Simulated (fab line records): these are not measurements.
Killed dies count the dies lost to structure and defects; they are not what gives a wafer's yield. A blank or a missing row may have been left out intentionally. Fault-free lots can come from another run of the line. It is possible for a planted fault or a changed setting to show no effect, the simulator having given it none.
Chamber matching :: flow n5 finfet :: ald sin-04 running N5_MOL_CONTACT_COAG_ALD_133: 4 sister chambers
The step deposits SiO2, target thk 5 nm, pulse time 1 s, co reactant pulse time 1 s. 4 wafers are shown with their chamber, then 9 later ones without.

## WAFERS PAIRED WITH THEIR CHAMBERS
wafer: L080.3
chamber: 2
heater power w (W): 67

wafer: L083.3
chamber: 0
heater power w (W): 82

wafer: L085.2
chamber: 3
heater power w (W): 85

wafer: L085.5
chamber: 1
heater power w (W): 77

## WAFERS WITHOUT THEIR CHAMBER
wafer: L086.1
heater power w (W): 83

wafer: L086.4
heater power w (W): 80

wafer: L086.6
heater power w (W): 68

wafer: L087.1
heater power w (W): 87

wafer: L087.4
heater power w (W): 79

wafer: L087.5
heater power w (W): 83

wafer: L091.1
heater power w (W): 81

wafer: L091.3
heater power w (W): 70

wafer: L091.5
heater power w (W): 85

## CHAMBER TAKEN BY EACH
wafer: L086.1
from the rows above: can't be placed: 0 or 3
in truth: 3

wafer: L086.4
from the rows above: can't be placed: 0 or 1 or 3
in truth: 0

wafer: L086.6
from the rows above: 2
in truth: 2

wafer: L087.1
from the rows above: can't be placed: 3 or 0
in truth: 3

wafer: L087.4
from the rows above: can't be placed: 1 or 0
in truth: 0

wafer: L087.5
from the rows above: can't be placed: 0 or 3
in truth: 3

wafer: L091.1
from the rows above: can't be placed: 0 or 1 or 3
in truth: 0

wafer: L091.3
from the rows above: 2
in truth: 2

wafer: L091.5
from the rows above: can't be placed: 3 or 0
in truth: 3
Correctly placed: 2 of 9. Not placeable from these rows: 7 (in 7, the candidates include the true chamber). 0 placed wrongly.
How it was worked out, from the rows above alone: a wafer's distance from a chamber is the root of the sum, over the readings, of the square of ((its reading less the chamber's mean) divided by the reading's scatter). The wafer belongs to the nearest chamber; if the next one is less than 2 further off, it can't be placed. For every chamber, the mean is computed from those of its wafers that are shown. The scatter: with one shown wafer a chamber, the root of the mean of the squares of how far each hidden wafer lies from its nearest shown one.
